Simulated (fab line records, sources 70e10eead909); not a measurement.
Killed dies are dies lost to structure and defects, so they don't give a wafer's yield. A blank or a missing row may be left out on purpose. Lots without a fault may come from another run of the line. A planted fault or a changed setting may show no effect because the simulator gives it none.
One fault seen from 3 desks | flow nand_harc | each desk has only its own numbers; what lay behind them comes last

THE TOOL OWNER'S DESK: pecvd_onon-04
The tool's own readings at NHARC_A_ONON_D2_DEP_25 (target thk 1000 nm): means of the sampled wafers that have a number, for each lot that ran on this tool. A lot is out of limits, marked OUT, if its mean lies more than 4 standard deviations from the usual mean; the brackets give that distance.
Columns: A = susceptor_temp_C at NHARC_A_ONON_D2_DEP_25, usual 400.03 C
lot  | first seen here | A
L949 | day 13 01:56    | 399.57
L952 | day 13 22:56    | 400.08
L956 | day 16 03:29    | 399.85
L957 | day 17 03:58    | 399.62
L961 | day 17 16:53    | 400.43
L966 | day 20 12:08    | 400.01
L968 | day 21 05:59    | 399.92
L971 | day 22 07:19    | 400.25
This desk's finding: nothing out of limits on any of the 8 lots.

THE DEFECT DESK
What the inspections along the route counted, lot by lot: means of the sampled wafers that have a number. A lot is out of limits, marked OUT, if its mean lies more than 4 standard deviations from the usual mean; the brackets give that distance.
Columns: A = raw_defect_count at NHARC_A_ONON_D2_INSPECT_32, usual 363
lot  | first seen here | A
L948 | day 12 15:20    | 355
L949 | day 13 03:35    | 382
L952 | day 14 00:29    | 458
L956 | day 16 05:02    | 268
L959 | day 17 05:34    | 254
L957 | day 17 10:10    | 364
L961 | day 17 23:07    | 387
L964 | day 19 22:03    | 258
L966 | day 20 13:42    | 301
L968 | day 21 07:32    | 543
L969 | day 21 20:40    | 445
L971 | day 22 08:45    | 310
This desk's finding: nothing out of limits on any of the 12 lots.

THE METROLOGY DESK
What the gauges read, lot by lot, whatever tool the lot ran on: means of the sampled wafers that have a number. A lot is out of limits, marked OUT, if its mean lies more than 4 standard deviations from the usual mean; the brackets give that distance.
Columns: A = thk_nm at NHARC_A_DECK1_JOINT_THK_MEAS_17, usual 44.8 nm; B = thk_nm at NHARC_A_ONON_D2_THK_MEAS_27, usual 999 nm
lot  | first seen here | A    | B
L948 | day 12 01:55    | 44.8 | 1007
L949 | day 12 14:06    | 44.7 | 995
L952 | day 13 11:02    | 44.7 | 1000
L956 | day 15 15:37    | 43.7 | 969
L957 | day 16 13:17    | 46.0 | 913 (-6.6) OUT
L959 | day 16 19:04    | 45.7 | 1016
L961 | day 17 06:06    | 46.1 | 914 (-6.5) OUT
L964 | day 19 08:54    | 44.7 | 998
L966 | day 20 00:37    | 45.4 | 1022
L968 | day 20 18:27    | 44.6 | 1004
L969 | day 21 07:22    | 44.7 | 1001
L971 | day 21 19:01    | 44.6 | 994
This desk's finding: out of limits on L957, L961; first on L957, day 17 04:29 (thk_nm at NHARC_A_ONON_D2_THK_MEAS_27). In limits: L948, L949, L952, L956, L959, L964, L966, L968, L969, L971.

PUT TOGETHER
The metrology desk could have raised an alarm at day 17 04:29, on L957, L961.
The tool owner's desk saw nothing out of limits.
The defect desk saw nothing out of limits.
The tool owner's desk has L957, L961 on record, within its limits.
The defect desk has L957, L961 on record, within its limits.
Of the lots named, all ran NHARC_A_ONON_D2_DEP_25 on pecvd_onon-04.

WHAT THE SIMULATOR HAD PUT IN
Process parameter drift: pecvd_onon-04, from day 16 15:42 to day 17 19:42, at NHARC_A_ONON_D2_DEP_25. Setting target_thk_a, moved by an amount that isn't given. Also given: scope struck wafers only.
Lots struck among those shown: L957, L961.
Hours from the fault's start to each desk's first reading out of limits: the metrology desk, 13.
